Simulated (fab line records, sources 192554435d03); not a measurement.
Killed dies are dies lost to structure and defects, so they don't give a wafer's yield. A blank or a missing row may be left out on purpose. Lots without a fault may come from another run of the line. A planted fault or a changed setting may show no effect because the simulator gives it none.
Chamber matching | flow n5_finfet | N5_BEOL_M2_ETCHBACK_99 on rie_diel-01: 4 sister chambers
The step etches SiO2 in CHF3, target depth 5 nm, time 10.4 s. 22 wafers are shown with their chamber, then 11 later ones without.

WAFERS WITH THEIR CHAMBER
wafer  | chamber | showerhead_plenum_p_Torr (Torr) | drypump_motor_current_A (A) | rf_vpp_V (V)
L076.1 | 0       | 2.17                            | 5.7                         | 239.8
L076.2 | 2       | 2.29                            | 5.3                         | 243.8
L076.3 | 1       | 2.29                            | 5.1                         | 244.3
L076.4 | 3       | 2.12                            | 6.3                         | 238.8
L076.5 | 0       | 2.17                            | 5.7                         | 241.9
L076.6 | 1       | 2.29                            | 5.1                         | 244.5
L079.4 | 2       | 2.29                            | 5.3                         | 242.7
L079.5 | 3       | 2.11                            | 6.3                         | 237.8
L079.6 | 2       | 2.29                            | 5.3                         | 243.2
L078.1 | 3       | 2.11                            | 6.3                         | 238.0
L078.4 | 2       | 2.29                            | 5.3                         | 242.1
L078.6 | 2       | 2.29                            | 5.3                         | 242.5
L080.2 | 3       | 2.11                            | 6.3                         | 238.0
L080.3 | 1       | 2.29                            | 5.1                         | 245.9
L080.6 | 0       | 2.16                            | 5.7                         | 242.6
L082.1 | 0       | 2.16                            | 5.8                         | 241.1
L082.5 | 3       | 2.11                            | 6.3                         | 237.1
L082.6 | 2       | 2.29                            | 5.3                         | 243.5
L084.2 | 3       | 2.11                            | 6.3                         | 237.8
L084.3 | 0       | 2.16                            | 5.7                         | 241.4
L084.5 | 3       | 2.11                            | 6.3                         | 237.6
L087.4 | 2       | 2.29                            | 5.4                         | 244.8

SIGNATURES (means of the wafers above)
reading                  | chamber 0 | chamber 1 | chamber 2 | chamber 3 | scatter within a chamber
showerhead_plenum_p_Torr | 2.1640    | 2.2900    | 2.2900    | 2.1114    | 0.00338
drypump_motor_current_A  | 5.720     | 5.100     | 5.314     | 6.300     | 0.0303
rf_vpp_V                 | 241.360   | 244.900   | 243.229   | 237.871   | 0.829
Rule: a wafer's distance from a chamber is the root of the sum, over the readings, of the square of ((its reading less the chamber's mean) divided by the reading's scatter). The wafer belongs to the nearest chamber; if the next one is less than 2 further off, it can't be placed. The scatter: the root of (the sum of the squares of (reading less its chamber's mean) over the shown wafers, divided by (wafers less chambers)).

WAFERS WITHOUT THEIR CHAMBER
wafer  | showerhead_plenum_p_Torr (Torr) | drypump_motor_current_A (A) | rf_vpp_V (V)
L087.5 | 2.28                            | 5.1                         | 245.8
L087.6 | 2.29                            | 5.3                         | 242.3
L093.2 | 2.10                            | 6.3                         | 237.9
L093.3 | 2.28                            | 5.1                         | 244.5
L093.4 | 2.28                            | 5.3                         | 242.2
L094.2 | 2.16                            | 5.7                         | 242.3
L094.4 | 2.28                            | 5.1                         | 245.4
L094.5 | 2.28                            | 5.1                         | 246.5
L097.1 | 2.27                            | 5.1                         | 246.3
L097.2 | 2.15                            | 5.8                         | 242.5
L097.5 | 2.28                            | 5.3                         | 242.5

WHICH CHAMBER EACH WENT THROUGH
wafer  | from the rows above | in truth
L087.5 | 1                   | 1
L087.6 | 2                   | 2
L093.2 | 3                   | 3
L093.3 | 1                   | 1
L093.4 | 2                   | 2
L094.2 | 0                   | 0
L094.4 | 1                   | 1
L094.5 | 1                   | 1
L097.1 | 1                   | 1
L097.2 | 0                   | 0
L097.5 | 2                   | 2
Placed correctly: 11 of 11. Can't be placed from these rows: 0. Placed wrongly: 0.
